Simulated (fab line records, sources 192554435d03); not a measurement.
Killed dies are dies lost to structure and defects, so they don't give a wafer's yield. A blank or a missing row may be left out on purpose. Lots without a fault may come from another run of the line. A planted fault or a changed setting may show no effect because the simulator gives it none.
fab line records | flow n5_finfet
record lots=21 wafers=63 last_day=17
route steps=1938 shown BEOL_M11@1539
lots that met no fault: from a run of the same line without faults
start_h: hours from the record's first day to the start of the lot's first wafer shown | wait_h: hours since the lot's step before | " the same as in the row above | L1.1+2: a row that stands for several wafers | - no value, or no start given | * or withheld: withheld | < > ~ a bound
route shown NAME@n: a module of which the file shows steps, and the number in the route of the first | usual: mean/standard deviation of fault-free wafers | same: alike in all rows | chamber/n: place in a boat | sites: the reading at each site | _std_site: their standard deviation | _edge_site: outer sites' mean less inner sites' | radius_mm: how far each site lies from the wafer's centre | mask NAME#n: copy n | behind: the tool/chamber that last shaped the wafer | hold: why the lot was held/for how many hours/how that ended | device: the transistor (n, p or np) that didn't switch | end of line: the same wafers' tests at the end of the route | a step without rows: its recipe alone | killed: dies lost to structure and defects at the first sort, not the wafer's yield | map: a wafer's dies, x killed, . not, _ none there
set.NAME: the setting as run; set.NAME@STEP: as run at that earlier step | model.NAME: the simulator's own value behind a step, which no gauge read
steps of the route over a sample of lots; a table a step, a row a wafer
services: from which hour (start_h, from the record's first day; less than 0 if before it) a tool's chamber was out of use, for how many hours, and why
## steps
# step N5_BEOL_M11_PECVD_70
# recipe material=SiO2 target_thk_a=200 temp_c=400 precursor=TEOS/O2 pressure_torr=5.5 rf_w=450 teos_flow_sccm=53.8 gas=O2 flow_sccm=3000 time_s=22.7
# usual heater_power_w=737/76 rf_fwd_power_W=444.8/1.5 showerhead_plenum_p_Torr=8.77/0.12 throttle_valve_pct=22.4/1.1
# columns lot.wafer tool chamber start_h wait_h heater_power_w rf_fwd_power_W showerhead_plenum_p_Torr throttle_valve_pct
L075.3 pecvd-04 2 235.81 0.0 824 445.1 8.88 20.9
L075.4 " 0 " " 625 444.3 8.80 22.3
L075.5 " 2 " " 807 442.3 8.88 20.8
L074.3 pecvd-04 2 237.06 0.0 775 446.4 8.86 20.8
L074.5 " 1 " " 855 445.0 8.77 23.9
L074.6 " 2 " " 756 446.5 8.88 20.8
L076.2 pecvd-01 2 240.95 0.0 714 447.0 8.61 21.2
L076.4 " 1 " " 897 444.9 8.94 23.6
L076.5 " 2 " " 687 445.5 8.63 21.2
L078.4 pecvd-01 1 246.62 0.1 865 444.5 8.92 23.5
L078.5 " 2 " " 663 445.5 8.60 21.6
L078.6 " 0 " " 643 444.3 8.61 23.0
L079.2 pecvd-01 0 248.60 0.0 724 445.1 8.64 22.8
L079.3 " 2 " " 757 444.7 8.61 21.2
L079.6 " 1 " " 825 444.5 8.92 23.6
L080.2 pecvd-01 1 264.72 0.0 851 445.9 8.95 23.5
L080.3 " 2 " " 703 446.6 8.61 21.5
L080.5 " 1 " " 837 443.1 8.94 23.4
L082.1 pecvd-04 1 282.03 0.0 882 445.3 8.77 24.1
L082.4 " 0 " " 597 446.1 8.77 22.4
L082.6 " 1 " " 891 445.8 8.75 24.2
L083.1 pecvd-01 2 286.02 0.0 723 445.8 8.61 21.3
L083.3 " 1 " " 734 447.1 8.91 23.3
L083.4 " 1 " " 736 445.7 8.92 23.6
L084.2 pecvd-01 0 296.80 0.0 725 443.0 8.64 23.0
L084.5 " 2 " " 764 443.9 8.63 21.2
L084.6 " 1 " " 821 446.2 8.90 23.6
L085.3 pecvd-04 0 297.00 0.0 584 444.9 8.79 22.4
L085.4 " 0 " " 582 445.5 8.81 22.4
L085.6 " 2 " " 736 443.1 8.87 20.8
L088.4 pecvd-03 0 308.43 0.1 768 443.2 8.89 23.5
L088.5 " 2 " " 786 442.3 8.83 21.1
L088.6 " 1 " " 608 445.7 8.71 20.9
L089.1 pecvd-03 2 314.48 0.0 798 443.1 8.82 21.3
L089.3 " 1 " " 691 447.5 8.71 21.2
L089.4 " 2 " " 782 444.0 8.81 21.0
L086.2 pecvd-03 1 314.72 0.0 648 446.9 8.68 21.2
L086.4 " 1 " " 644 447.9 8.68 21.0
L086.5 " 0 " " 759 446.0 8.88 23.2
L090.1 pecvd-01 2 317.61 0.0 714 444.6 8.63 21.4
L090.2 " 1 " " 805 444.9 8.92 23.7
L090.6 " 0 " " 701 441.8 8.62 23.0
L092.2 pecvd-04 2 331.48 0.0 693 444.3 8.90 21.0
L092.3 " 1 " " 801 445.4 8.79 24.2
L092.6 " 2 " " 683 444.2 8.87 20.8
L091.1 pecvd-01 0 334.90 0.0 698 444.6 8.61 23.3
L091.2 " 1 " " 798 445.2 8.91 23.3
L091.3 " 2 " " 688 443.8 8.62 21.5
L095.2 pecvd-01 2 344.44 0.0 679 444.7 8.63 21.5
L095.3 " 0 " " 634 444.8 8.64 22.9
L095.5 " 2 " " 692 443.0 8.61 21.5
L093.1 pecvd-04 2 345.98 0.0 740 444.7 8.88 20.8
L093.2 " 0 " " 609 444.6 8.81 22.3
L093.6 " 1 " " 741 446.2 8.79 24.1
L094.1 pecvd-04 2 351.95 0.0 697 443.4 8.87 21.2
L094.2 " 1 " " 800 444.1 8.81 24.0
L094.6 " 1 " " 815 446.5 8.78 23.9
L096.2 pecvd-01 1 353.92 0.0 752 445.2 8.92 23.7
L096.5 " 1 " " 779 444.6 8.91 23.5
L096.6 " 2 " " 754 446.1 8.62 21.3
L097.4 pecvd-01 0 359.74 0.1 773 441.6 8.61 23.2
L097.5 " 2 " " 758 443.3 8.61 21.4
L097.6 " 1 " " 871 445.2 8.95 23.5
# step N5_BEOL_M11_CD_MEAS_18
# recipe pitch_nm=140 target_cd_nm=70
# usual cd_nm=69.8/0.49
# columns lot.wafer tool chamber start_h wait_h cd_nm
L075.3 cd_sem-02 - 239.11 0.1 69.7
L075.4 " - " " 69.9
L075.5 " - " " 69.9
L074.3 cd_sem-01 - 239.45 0.1 70.1
L074.5 " - " " 69.9
L074.6 " - " " 69.7
L076.2 cd_sem-02 - 243.56 0.1 70.0
L076.4 " - " " 69.9
L076.5 " - " " 70.1
L078.4 cd_sem-03 - 248.18 0.1 70.2
L078.5 " - " " 70.2
L078.6 " - " " 70.5
L079.2 cd_sem-02 - 252.80 0.1 69.9
L079.3 " - " " 70.2
L079.6 " - " " 69.6
L080.2 cd_sem-01 - 269.36 0.1 70.4
L080.3 " - " " 70.1
L080.5 " - " " 69.7
L082.1 cd_sem-03 - 286.34 0.0 70.2
L082.4 " - " " 70.0
L082.6 " - " " 70.2
L083.1 cd_sem-03 - 288.05 0.0 69.4
L083.3 " - " " 69.7
L083.4 " - " " 69.1
L084.2 cd_sem-01 - 299.66 0.1 69.9
L084.5 " - " " 69.8
L084.6 " - " " 70.8
L085.3 cd_sem-03 - 299.91 0.1 70.2
L085.4 " - " " 69.5
L085.6 " - " " 69.4
L088.4 cd_sem-02 - 309.60 0.1 70.6
L088.5 " - " " 70.1
L088.6 " - " " 70.0
L089.1 cd_sem-01 - 317.04 0.0 70.0
L089.3 " - " " 70.2
L089.4 " - " " 69.5
L086.2 cd_sem-03 - 317.18 0.1 69.2
L086.4 " - " " 69.7
L086.5 " - " " 69.2
L090.1 cd_sem-01 - 319.75 0.0 69.1
L090.2 " - " " 69.9
L090.6 " - " " 70.0
L092.2 cd_sem-02 - 333.75 0.1 70.0
L092.3 " - " " 70.3
L092.6 " - " " 69.4
L091.1 cd_sem-03 - 336.83 0.0 69.3
L091.2 " - " " 69.6
L091.3 " - " " 69.8
L095.2 cd_sem-03 - 347.41 0.1 69.5
L095.3 " - " " 68.7
L095.5 " - " " 69.7
L093.1 cd_sem-02 - 347.54 0.0 68.7
L093.2 " - " " 68.6
L093.6 " - " " 69.4
L094.1 cd_sem-02 - 355.30 0.0 69.6
L094.2 " - " " 70.2
L094.6 " - " " 70.7
L096.2 cd_sem-01 - 355.79 0.1 69.7
L096.5 " - " " 69.6
L096.6 " - " " 70.1
L097.4 cd_sem-03 - 362.22 0.1 69.6
L097.5 " - " " 69.2
L097.6 " - " " 69.5
# step N5_BEOL_M11_DESCUM_33
# recipe chemistry=O2 time_s=7.9 source_power_w=50 bias_power_w=20 pressure_mtorr=20 rf_frequency_hz=2.712e+07 temp_c=40 resist=CAR-ArF o2_flow_sccm=225
# usual drypump_motor_current_A=5.82/0.29 oes_product_au=0.79/0.089 rf_fwd_power_W=49.35/0.23 rf_vpp_V=243.2/1.4 showerhead_plenum_p_Torr=2.10/0.068 throttle_valve_pct=20.54/0.28
# columns lot.wafer tool chamber start_h wait_h drypump_motor_current_A oes_product_au rf_fwd_power_W rf_hours_counter_h rf_vpp_V showerhead_plenum_p_Torr throttle_valve_pct
L074.3 rie_diel-04 2 241.32 0.0 5.84 0.87 48.99 46 242.5 2.04 19.81
L074.5 " 3 " " 5.45 0.71 49.30 - 242.3 2.07 20.71
L074.6 " 0 " " 5.81 0.75 49.25 - 244.4 2.17 20.79
L075.3 rie_diel-02 2 241.90 0.3 5.31 0.75 49.71 162 241.3 2.02 20.34
L075.4 " 2 " " 5.30 0.76 49.31 - 241.8 2.02 20.35
L075.5 " 1 " " 5.90 0.69 49.03 - 241.6 2.06 20.76
L076.2 rie_diel-02 1 244.06 0.0 5.89 0.70 49.58 229 244.7 2.06 20.78
L076.4 " 2 " " 5.29 0.76 49.90 - 242.4 2.02 20.35
L076.5 " 1 " " 5.90 0.70 49.54 - 243.9 2.06 20.78
L078.4 rie_diel-04 1 250.88 0.0 6.28 0.91 49.63 38 244.2 2.23 20.57
L078.5 " 0 " " 5.85 0.75 49.30 - 246.2 2.17 20.81
L078.6 " 3 " " 5.43 0.71 49.12 - 242.1 2.07 20.72
L079.2 rie_diel-02 3 254.71 0.4 5.61 0.99 49.39 3 243.1 2.14 20.26
L079.3 " 0 " " 6.07 0.74 49.28 182 241.9 2.08 20.72
L079.6 " 3 " " 5.61 1.00 49.43 - 244.2 2.14 20.24
L080.2 rie_diel-02 1 272.56 1.2 5.92 0.69 49.26 238 241.9 2.06 20.79
L080.3 " 2 " " 5.33 0.75 49.55 171 241.6 2.01 20.37
L080.5 " 2 " " 5.33 0.75 49.43 - 242.1 2.01 20.37
L082.1 rie_diel-02 1 288.16 0.4 5.89 0.68 49.77 247 242.4 2.05 20.81
L082.4 " 0 " " 6.08 0.73 49.20 - 242.7 2.08 20.73
L082.6 " 1 " " 5.89 0.68 49.75 - 242.2 2.05 20.79
L083.1 rie_diel-06 1 289.29 0.5 5.94 0.92 49.03 19 244.5 2.15 20.18
L083.3 " 0 " " 5.87 0.91 49.86 13 244.8 2.14 20.50
L083.4 " 3 " " 6.14 0.77 49.55 120 241.2 2.02 20.63
L084.2 rie_diel-04 1 301.54 0.0 6.23 0.89 49.55 47 246.2 2.23 20.59
L084.5 " 3 " " 5.49 0.71 49.21 - 242.9 2.07 20.72
L084.6 " 0 " " 5.82 0.75 49.44 - 244.0 2.17 20.79
L085.3 rie_diel-04 3 302.00 0.3 5.44 0.70 49.00 238 241.0 2.07 20.73
L085.4 " 3 " " 5.44 0.70 49.23 - 241.9 2.07 20.73
L085.6 " 1 " " 6.23 0.89 49.72 - 244.1 2.23 20.60
L088.4 rie_diel-04 2 310.38 0.2 5.78 0.86 49.26 56 242.0 2.04 19.84
L088.5 " 3 " " 5.48 0.71 49.30 - 242.5 2.07 20.74
L088.6 " 2 " " 5.79 0.86 49.28 - 241.5 2.04 19.82
L089.1 rie_diel-04 1 317.93 0.0 6.26 0.89 49.50 53 244.4 2.22 20.62
L089.3 " 3 " " 5.45 0.69 49.39 243 243.1 2.07 20.75
L089.4 " 2 " " 5.80 0.86 49.30 58 240.7 2.04 19.81
L086.2 rie_diel-04 2 318.39 0.3 5.82 0.85 49.24 58 242.3 2.04 19.81
L086.4 " 3 " " 5.47 0.69 49.05 243 242.2 2.07 20.74
L086.5 " 3 " " 5.47 0.69 49.42 - 242.2 2.06 20.74
L090.1 rie_diel-04 2 320.23 0.0 5.84 0.86 49.24 59 241.6 2.04 19.83
L090.2 " 0 " " 5.84 0.74 49.20 185 244.5 2.17 20.83
L090.6 " 2 " " 5.83 0.85 49.25 - 242.3 2.04 19.81
L092.2 rie_diel-06 2 335.15 0.0 5.76 0.69 49.61 234 242.3 2.14 20.60
L092.3 " 1 " " 5.97 0.88 48.95 35 244.3 2.14 20.18
L092.6 " 2 " " 5.78 0.69 49.04 - 245.0 2.15 20.59
L091.1 rie_diel-04 3 337.69 0.1 5.45 0.69 49.25 250 242.2 2.06 20.75
L091.2 " 0 " " 5.84 0.73 49.40 191 244.9 2.16 20.83
L091.3 " 1 " " 6.25 0.87 49.38 60 247.2 2.22 20.63
L095.2 rie_diel-04 0 348.79 0.0 5.83 0.73 48.93 195 244.2 2.16 20.83
L095.3 " 2 " " 5.80 0.85 49.46 68 241.6 2.04 19.86
L095.5 " 1 " " 6.26 0.87 49.64 - 243.9 2.22 20.62
L093.1 rie_diel-02 1 349.01 0.0 5.88 0.93 49.36 8 241.0 2.05 20.42
L093.2 " 2 " " 5.34 0.72 49.54 204 241.6 2.00 20.42
L093.6 " 3 " " 5.57 0.91 49.29 - 244.3 2.13 20.32
L094.1 rie_diel-06 0 355.79 0.0 5.86 0.88 49.43 34 243.9 2.13 20.52
L094.2 " 1 " " 5.93 0.89 49.21 41 243.4 2.14 20.22
L094.6 " 2 " " 5.77 0.69 49.03 - 245.2 2.14 20.59
L096.2 rie_diel-02 0 356.44 0.3 6.09 0.70 49.22 222 242.8 2.07 20.77
L096.5 " 0 " " 6.08 0.71 49.11 - 242.2 2.07 20.80
L096.6 " 1 " " 5.90 0.92 49.74 - 242.4 2.05 20.43
L097.4 rie_diel-04 3 365.35 0.0 5.48 0.98 49.13 3 242.5 2.06 20.35
L097.5 " 0 " " 5.83 0.73 49.50 - 246.0 2.16 20.85
L097.6 " 1 " " 6.25 0.87 49.50 - 245.7 2.22 20.63
# step N5_BEOL_M11_ETCH_65
# recipe chemistry=CF4 target=SiARC target_depth_a=390 mask_material=CAR-ArF time_s=65 ion_energy_ev=80 pressure_mtorr=40 source_w=545 bias_w=36 Ar_flow_sccm=100 cf4_flow_sccm=100 ends=cleared
# usual drypump_motor_current_A=5.81/0.29 etch_rf_on_time_s=64.7/1.2 oes_product_au=0.67/0.074 rf_fwd_power_W=538.0/2.5 rf_vpp_V=184.2/1.2 showerhead_plenum_p_Torr=2.15/0.066 throttle_valve_pct=15.70/0.3
# columns lot.wafer tool chamber start_h wait_h drypump_motor_current_A etch_rf_on_time_s oes_product_au rf_fwd_power_W rf_hours_counter_h rf_vpp_V showerhead_plenum_p_Torr throttle_valve_pct
L074.3 rie_diel-04 2 241.35 0.0 5.77 63.1 0.75 533.6 46 181.8 2.09 14.99
L074.5 " 3 " " 5.44 64.4 0.61 537.1 - 184.8 2.11 15.87
L074.6 " 0 " " 5.82 64.1 0.65 536.6 - 184.2 2.22 15.99
L075.3 rie_diel-02 2 241.93 0.0 5.34 65.2 0.65 540.9 162 182.5 2.06 15.47
L075.4 " 2 " " 5.32 66.0 0.65 541.9 - 181.1 2.06 15.47
L075.5 " 1 " " 5.91 65.2 0.60 537.3 - 184.1 2.11 15.99
L076.2 rie_diel-02 1 244.10 0.0 5.91 65.3 0.59 537.2 229 184.6 2.11 16.00
L076.4 " 2 " " 5.31 66.1 0.64 541.5 - 183.3 2.05 15.47
L076.5 " 1 " " 5.89 65.6 0.59 539.5 - 183.8 2.11 16.00
L078.4 rie_diel-04 1 250.92 0.0 6.28 63.1 0.77 541.2 38 185.3 2.26 15.61
L078.5 " 0 " " 5.81 63.9 0.65 536.5 - 184.5 2.22 16.02
L078.6 " 3 " " 5.46 64.3 0.61 536.1 - 183.9 2.11 15.88
L079.2 rie_diel-02 3 254.75 0.0 5.60 64.4 0.84 541.3 3 184.5 2.19 15.41
L079.3 " 0 " " 6.09 66.5 0.63 537.6 182 183.7 2.13 15.89
L079.6 " 3 " " 5.56 64.1 0.85 540.8 - 184.5 2.19 15.40
L080.2 rie_diel-02 1 272.59 0.0 5.89 63.9 0.60 539.8 238 182.6 2.11 16.00
L080.3 " 2 " " 5.33 65.1 0.64 539.3 171 182.7 2.05 15.48
L080.5 " 2 " " 5.30 65.0 0.65 540.2 - 183.3 2.05 15.50
L082.1 rie_diel-02 1 288.19 0.0 5.90 65.4 0.59 538.2 247 183.4 2.11 16.04
L082.4 " 0 " " 6.07 67.5 0.61 537.7 - 184.2 2.13 15.92
L082.6 " 1 " " 5.88 65.4 0.58 540.5 - 184.2 2.11 16.03
L083.1 rie_diel-06 1 289.32 0.0 5.95 63.9 0.78 536.0 19 185.0 2.18 15.28
L083.3 " 0 " " 5.85 64.9 0.78 539.1 13 183.6 2.19 15.63
L083.4 " 3 " " 6.15 67.0 0.65 538.1 120 182.7 2.07 15.77
L084.2 rie_diel-04 1 301.57 0.0 6.27 63.7 0.76 541.5 47 185.0 2.26 15.63
L084.5 " 3 " " 5.48 64.8 0.60 535.2 - 183.9 2.11 15.90
L084.6 " 0 " " 5.87 65.4 0.63 539.3 - 185.3 2.21 16.01
L085.3 rie_diel-04 3 302.04 0.0 5.47 65.5 0.60 536.0 238 184.6 2.11 15.90
L085.4 " 3 " " 5.47 65.6 0.60 537.7 - 185.2 2.11 15.90
L085.6 " 1 " " 6.24 63.8 0.76 539.2 - 183.9 2.26 15.64
L088.4 rie_diel-04 2 310.42 0.0 5.79 63.4 0.74 535.5 56 183.5 2.09 14.99
L088.5 " 3 " " 5.47 63.9 0.61 535.0 - 183.7 2.11 15.90
L088.6 " 2 " " 5.84 62.8 0.74 537.3 - 181.9 2.09 15.00
L089.1 rie_diel-04 1 317.96 0.0 6.24 63.1 0.76 540.5 53 185.8 2.26 15.66
L089.3 " 3 " " 5.46 65.6 0.60 535.1 243 182.7 2.11 15.92
L089.4 " 2 " " 5.79 63.8 0.73 534.7 58 182.6 2.08 15.01
L086.2 rie_diel-04 2 318.42 0.0 5.79 62.8 0.74 533.6 58 183.7 2.08 15.01
L086.4 " 3 " " 5.47 63.9 0.60 534.5 243 184.4 2.11 15.91
L086.5 " 3 " " 5.45 64.2 0.61 534.7 - 184.1 2.11 15.91
L090.1 rie_diel-04 2 320.26 0.0 5.78 63.0 0.74 535.1 59 183.8 2.08 15.02
L090.2 " 0 " " 5.81 63.9 0.64 537.4 185 185.2 2.21 16.03
L090.6 " 2 " " 5.77 63.1 0.74 534.7 - 182.6 2.08 15.02
L092.2 rie_diel-06 2 335.19 0.0 5.78 64.5 0.60 536.1 234 184.3 2.20 15.90
L092.3 " 1 " " 5.97 64.0 0.75 534.5 35 184.7 2.18 15.30
L092.6 " 2 " " 5.78 64.7 0.60 539.3 - 185.9 2.20 15.90
L091.1 rie_diel-04 3 337.72 0.0 5.48 65.7 0.59 537.5 250 183.9 2.11 15.90
L091.2 " 0 " " 5.83 65.0 0.63 540.3 191 184.0 2.21 16.02
L091.3 " 1 " " 6.25 63.7 0.74 538.3 60 185.3 2.26 15.68
L095.2 rie_diel-04 0 348.83 0.0 5.81 63.8 0.63 536.5 195 184.9 2.21 16.05
L095.3 " 2 " " 5.82 63.4 0.72 537.8 68 183.2 2.08 15.03
L095.5 " 1 " " 6.26 62.9 0.75 537.3 - 186.5 2.25 15.67
L093.1 rie_diel-02 1 349.04 0.0 5.88 63.6 0.80 540.2 8 182.9 2.10 15.54
L093.2 " 2 " " 5.31 66.0 0.62 541.0 204 182.2 2.04 15.57
L093.6 " 3 " " 5.61 64.8 0.78 540.1 - 184.5 2.18 15.44
L094.1 rie_diel-06 0 355.83 0.0 5.85 64.6 0.74 542.2 34 184.7 2.18 15.65
L094.2 " 1 " " 5.95 62.7 0.75 537.0 41 185.1 2.18 15.31
L094.6 " 2 " " 5.78 63.9 0.60 535.6 - 184.4 2.20 15.92
L096.2 rie_diel-02 0 356.48 0.0 6.08 66.8 0.60 539.0 222 185.0 2.12 15.97
L096.5 " 0 " " 6.09 67.7 0.60 537.8 - 184.5 2.12 15.98
L096.6 " 1 " " 5.88 63.8 0.79 540.3 - 184.0 2.10 15.54
L097.4 rie_diel-04 3 365.39 0.0 5.45 64.5 0.84 533.0 3 183.2 2.11 15.42
L097.5 " 0 " " 5.83 65.0 0.62 538.4 - 184.0 2.21 16.06
L097.6 " 1 " " 6.26 63.2 0.73 538.3 - 185.6 2.25 15.67
# step N5_BEOL_M11_ETCH_41
# recipe chemistry=CH3F/O2 target=SiCN target_depth_a=426 taper_deg=2 time_s=86 ion_energy_ev=120 mask_material=TiN pressure_mtorr=30 source_w=395 bias_w=75 Ar_flow_sccm=150 CH3F_flow_sccm=30 O2_flow_sccm=20
# usual O2_flow_sccm=20.01/0.065 drypump_motor_current_A=5.82/0.29 oes_product_au=0.79/0.088 rf_fwd_power_W=392.1/1.4 rf_vpp_V=297.5/1.5 showerhead_plenum_p_Torr=2.01/0.064 throttle_valve_pct=16.40/0.29
# columns lot.wafer tool chamber start_h wait_h O2_flow_sccm drypump_motor_current_A oes_product_au rf_fwd_power_W rf_hours_counter_h rf_vpp_V showerhead_plenum_p_Torr throttle_valve_pct
L074.3 rie_diel-04 2 - - 20.05 5.81 0.87 392.2 46 297.4 1.95 15.70
L074.5 " 3 " " 20.08 5.46 0.71 392.2 - 295.1 1.98 16.61
L074.6 " 0 " " 20.02 5.85 0.75 390.3 - 298.7 2.07 16.66
L075.3 rie_diel-02 2 - - 20.09 5.33 0.75 392.8 162 297.9 1.92 16.20
L075.4 " 2 " " 20.07 5.36 0.76 391.3 - 295.4 1.92 16.18
L075.5 " 1 " " 19.97 5.91 0.70 392.0 - 295.5 1.97 16.72
L076.2 rie_diel-02 1 - - 20.08 5.88 0.69 392.8 230 296.5 1.97 16.70
L076.4 " 2 " " 19.99 5.30 0.76 392.9 - 295.5 1.92 16.19
L076.5 " 1 " " 20.02 5.88 0.70 390.4 - 297.3 1.97 16.71
L078.4 rie_diel-04 1 - - 19.94 6.25 0.90 391.1 38 300.0 2.12 16.36
L078.5 " 0 " " 20.09 5.82 0.76 393.8 - 298.9 2.07 16.65
L078.6 " 3 " " 19.96 5.45 0.72 392.0 - 298.4 1.97 16.62
L079.2 rie_diel-02 3 - - 20.04 5.60 0.99 390.7 3 298.4 2.04 16.09
L079.3 " 0 " " 19.96 6.08 0.74 391.6 182 296.2 1.99 16.60
L079.6 " 3 " " 20.06 5.60 1.00 390.7 - 296.1 2.04 16.07
L080.2 rie_diel-02 1 - - 19.93 5.91 0.69 392.2 238 296.6 1.97 16.73
L080.3 " 2 " " 20.07 5.34 0.75 393.6 171 296.1 1.91 16.19
L080.5 " 2 " " 20.07 5.36 0.75 393.6 - 295.3 1.92 16.22
L082.1 rie_diel-02 1 - - 19.99 5.88 0.68 389.1 247 296.3 1.97 16.75
L082.4 " 0 " " 20.10 6.08 0.72 391.3 - 297.4 1.99 16.63
L082.6 " 1 " " 19.94 5.86 0.68 391.1 - 297.9 1.97 16.74
L083.1 rie_diel-06 1 - - 20.08 5.95 0.92 391.7 19 297.3 2.04 15.99
L083.3 " 0 " " 19.96 5.84 0.91 393.8 14 297.4 2.04 16.29
L083.4 " 3 " " 20.03 6.14 0.77 391.8 120 296.3 1.93 16.47
L084.2 rie_diel-04 1 - - 19.94 6.26 0.89 394.2 47 299.8 2.12 16.38
L084.5 " 3 " " 20.02 5.47 0.71 390.9 - 296.6 1.97 16.62
L084.6 " 0 " " 20.05 5.85 0.75 390.1 - 297.3 2.06 16.68
L085.3 rie_diel-04 3 - - 20.05 5.46 0.71 393.1 238 297.3 1.97 16.61
L085.4 " 3 " " 20.08 5.45 0.71 393.3 - 297.2 1.97 16.62
L085.6 " 1 " " 19.99 6.24 0.89 393.3 - 300.8 2.12 16.38
L088.4 rie_diel-04 2 - - 19.98 5.80 0.86 390.2 56 295.0 1.95 15.74
L088.5 " 3 " " 20.03 5.45 0.70 391.8 - 295.8 1.97 16.62
L088.6 " 2 " " 19.92 5.82 0.86 389.3 - 296.9 1.95 15.72
L089.1 rie_diel-04 1 - - 20.00 6.26 0.89 392.2 53 299.7 2.12 16.40
L089.3 " 3 " " 20.12 5.47 0.71 390.7 243 296.2 1.97 16.62
L089.4 " 2 " " 20.06 5.80 0.86 390.9 58 297.6 1.95 15.74
L086.2 rie_diel-04 2 - - 19.92 5.79 0.86 392.4 59 296.6 1.95 15.72
L086.4 " 3 " " 20.04 5.47 0.71 392.4 244 297.6 1.97 16.64
L086.5 " 3 " " 20.06 5.47 0.70 392.9 - 296.7 1.97 16.62
L090.1 rie_diel-04 2 - - 19.94 5.81 0.86 391.7 59 296.3 1.95 15.72
L090.2 " 0 " " 20.04 5.86 0.75 391.6 185 299.3 2.06 16.67
L090.6 " 2 " " 19.88 5.84 0.84 390.8 - 295.5 1.95 15.74
L092.2 rie_diel-06 2 - - 19.94 5.77 0.70 391.1 234 297.0 2.06 16.59
L092.3 " 1 " " 19.97 5.94 0.89 389.3 35 297.6 2.04 16.00
L092.6 " 2 " " 20.10 5.78 0.70 393.0 - 298.2 2.06 16.58
L091.1 rie_diel-04 3 - - 20.15 5.48 0.69 390.7 250 298.7 1.97 16.64
L091.2 " 0 " " 20.00 5.83 0.74 387.8 191 299.4 2.06 16.69
L091.3 " 1 " " 19.96 6.23 0.88 393.4 60 298.9 2.12 16.41
L095.2 rie_diel-04 0 - - 19.98 5.85 0.73 392.2 195 297.4 2.06 16.71
L095.3 " 2 " " 20.01 5.81 0.85 390.3 69 294.3 1.94 15.76
L095.5 " 1 " " 20.06 6.24 0.87 394.5 - 301.4 2.11 16.42
L093.1 rie_diel-02 1 - - 20.04 5.90 0.93 394.6 8 297.3 1.96 16.27
L093.2 " 2 " " 20.13 5.32 0.72 393.2 204 293.7 1.90 16.27
L093.6 " 3 " " 20.02 5.62 0.89 392.6 - 297.2 2.03 16.15
L094.1 rie_diel-06 0 - - 19.93 5.83 0.87 391.5 34 299.1 2.03 16.33
L094.2 " 1 " " 20.06 5.95 0.88 393.7 42 298.2 2.04 16.01
L094.6 " 2 " " 20.05 5.76 0.68 391.6 - 297.9 2.06 16.59
L096.2 rie_diel-02 0 - - 20.05 6.08 0.71 391.4 223 295.2 1.98 16.69
L096.5 " 0 " " 20.04 6.08 0.70 390.9 - 297.0 1.98 16.68
L096.6 " 1 " " 19.91 5.92 0.93 392.3 - 296.9 1.96 16.27
L097.4 rie_diel-04 3 - - 20.07 5.45 0.99 390.7 3 297.0 1.97 16.13
L097.5 " 0 " " 19.95 5.85 0.73 393.4 - 299.3 2.06 16.71
L097.6 " 1 " " 20.03 6.24 0.86 392.2 - 299.7 2.11 16.42
# step N5_BEOL_M11_INSPECT_58
# recipe inspect_instrument=darkfield mode=post_dep
# usual raw_defect_count=85/27
# columns lot.wafer tool chamber start_h wait_h raw_defect_count
L074.3 defect_inspect-01 - 244.52 0.0 57
L074.5 " - " " 58
L074.6 " - " " 74
L075.3 defect_inspect-01 - 246.20 0.0 135
L075.4 " - " " 72
L075.5 " - " " 81
L076.2 defect_inspect-02 - 248.70 0.0 49
L076.4 " - " " 41
L076.5 " - " " 100
L078.4 defect_inspect-02 - 254.25 0.0 105
L078.5 " - " " 96
L078.6 " - " " 100
L079.2 defect_inspect-02 - 259.02 0.0 35
L079.3 " - " " 48
L079.6 " - " " 87
L080.2 defect_inspect-01 - 276.20 0.0 90
L080.3 " - " " 74
L080.5 " - " " 125
L082.1 defect_inspect-01 - 291.54 0.0 70
L082.4 " - " " 56
L082.6 " - " " 110
L083.1 defect_inspect-02 - 294.23 0.0 118
L083.3 " - " " 115
L083.4 " - " " 170
L084.2 defect_inspect-01 - 304.58 0.0 89
L084.5 " - " " 97
L084.6 " - " " 63
L085.3 defect_inspect-02 - 306.00 0.0 77
L085.4 " - " " 80
L085.6 " - " " 86
L088.4 defect_inspect-02 - 314.14 0.0 51
L088.5 " - " " 85
L088.6 " - " " 55
L089.1 defect_inspect-02 - 322.18 0.0 56
L089.3 " - " " 42
L089.4 " - " " 35
L086.2 defect_inspect-02 - 322.45 0.0 89
L086.4 " - " " 77
L086.5 " - " " 83
L090.1 defect_inspect-02 - 323.95 0.0 82
L090.2 " - " " 84
L090.6 " - " " 93
L092.2 defect_inspect-01 - 337.99 0.0 100
L092.3 " - " " 90
L092.6 " - " " 152
L091.1 defect_inspect-01 - 342.44 0.0 124
L091.2 " - " " 88
L091.3 " - " " 76
L095.2 defect_inspect-02 - 352.25 0.0 93
L095.3 " - " " 133
L095.5 " - " " 114
L093.1 defect_inspect-02 - 352.95 0.0 70
L093.2 " - " " 106
L093.6 " - " " 52
L094.1 defect_inspect-01 - 358.95 0.0 78
L094.2 " - " " 108
L094.6 " - " " 72
L096.2 defect_inspect-01 - 359.92 0.0 65
L096.5 " - " " 105
L096.6 " - " " 96
L097.4 defect_inspect-01 - 369.19 0.0 128
L097.5 " - " " 100
L097.6 " - " " 121
## services
# columns tool chamber start_h hours kind
rie_diel-02 3 220.00 - clean
rie_diel-02 3 220.00 - consumable_replace:focus_ring
rie_diel-02 3 220.00 18.5 scheduled_down
rie_diel-02 3 220.00 18.5 vent_cycle
pecvd-03 1 232.91 4.1 repair
rie_diel-02 3 240.04 7.0 repair
rie_diel-04 3 256.08 4.6 repair
rie_diel-04 - 270.47 28.1 pm
rie_diel-02 3 286.50 12.4 repair
pecvd-03 - 292.21 0.6 repair
rie_diel-02 1 298.96 - clean
rie_diel-02 1 298.96 - consumable_replace:focus_ring
rie_diel-02 1 298.96 24.0 scheduled_down
rie_diel-04 2 300.05 8.2 repair
pecvd-04 0 306.89 23.2 repair
rie_diel-06 2 315.03 5.0 repair
pecvd-04 - 319.62 0.5 repair
rie_diel-04 2 334.34 3.7 repair
rie_diel-04 3 338.15 - clean
rie_diel-04 3 338.15 - consumable_replace:focus_ring
rie_diel-04 3 338.15 16.6 scheduled_down
rie_diel-04 3 338.15 16.6 vent_cycle
pecvd-03 2 351.28 5.5 repair
rie_diel-06 2 364.29 10.0 repair
## key
fault none
